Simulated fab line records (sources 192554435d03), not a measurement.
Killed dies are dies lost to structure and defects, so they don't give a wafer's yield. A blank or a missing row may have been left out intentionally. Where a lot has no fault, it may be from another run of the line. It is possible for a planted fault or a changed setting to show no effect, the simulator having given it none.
Chamber matching || flow n5Finfet || N5_BEOL_M7_PECVD_70 on pecvd-03 has 3 sister chambers
The step deposits SiO2 from TEOS/O2, target thk 20 nm, time 22.7 s. 6 wafers are shown with their chamber, then 7 later ones without.

== WAFERS PAIRED WITH THEIR CHAMBERS ==
{"wafer": "L074.6", "chamber": 2, "throttleValvePct (%)": 21.2, "heaterPowerW (W)": 472}
{"wafer": "L076.1", "chamber": 1, "throttleValvePct (%)": 22.0, "heaterPowerW (W)": 537}
{"wafer": "L079.1", "chamber": 1, "throttleValvePct (%)": 22.2, "heaterPowerW (W)": 541}
{"wafer": "L079.4", "chamber": 0, "throttleValvePct (%)": 23.8, "heaterPowerW (W)": 866}
{"wafer": "L084.2", "chamber": 0, "throttleValvePct (%)": 23.9, "heaterPowerW (W)": 927}
{"wafer": "L084.3", "chamber": 2, "throttleValvePct (%)": 20.8, "heaterPowerW (W)": 531}

== WAFERS WITH NO CHAMBER GIVEN ==
{"wafer": "L084.5", "throttleValvePct (%)": 23.8, "heaterPowerW (W)": 938}
{"wafer": "L091.3", "throttleValvePct (%)": 21.0, "heaterPowerW (W)": 541}
{"wafer": "L091.4", "throttleValvePct (%)": 24.3, "heaterPowerW (W)": 883}
{"wafer": "L091.6", "throttleValvePct (%)": 23.7, "heaterPowerW (W)": 901}
{"wafer": "L096.1", "throttleValvePct (%)": 21.1, "heaterPowerW (W)": 583}
{"wafer": "L096.5", "throttleValvePct (%)": 21.1, "heaterPowerW (W)": 570}
{"wafer": "L096.6", "throttleValvePct (%)": 22.0, "heaterPowerW (W)": 457}

== EACH ONE'S CHAMBER ==
{"wafer": "L084.5", "from the rows above": 0, "in truth": 0}
{"wafer": "L091.3", "from the rows above": 2, "in truth": 2}
{"wafer": "L091.4", "from the rows above": 0, "in truth": 0}
{"wafer": "L091.6", "from the rows above": 0, "in truth": 0}
{"wafer": "L096.1", "from the rows above": 2, "in truth": 2}
{"wafer": "L096.5", "from the rows above": 2, "in truth": 2}
{"wafer": "L096.6", "from the rows above": 1, "in truth": 1}
Correct placement for 7 of the 7. From these rows, 0 cannot be placed. Wrongly placed: 0.
How it was worked out, from the rows above alone: a wafer's distance from a chamber is the root of the sum, over the readings, of the square of ((its reading less the chamber's mean) divided by the reading's scatter). If the next closest chamber is less than 2 further off than the closest, the wafer can't be placed; otherwise it belongs to the closest. A chamber's mean is the mean of its shown wafers. The scatter: the root of (the sum of the squares of (reading less its chamber's mean) over the shown wafers, divided by (wafers less chambers)).
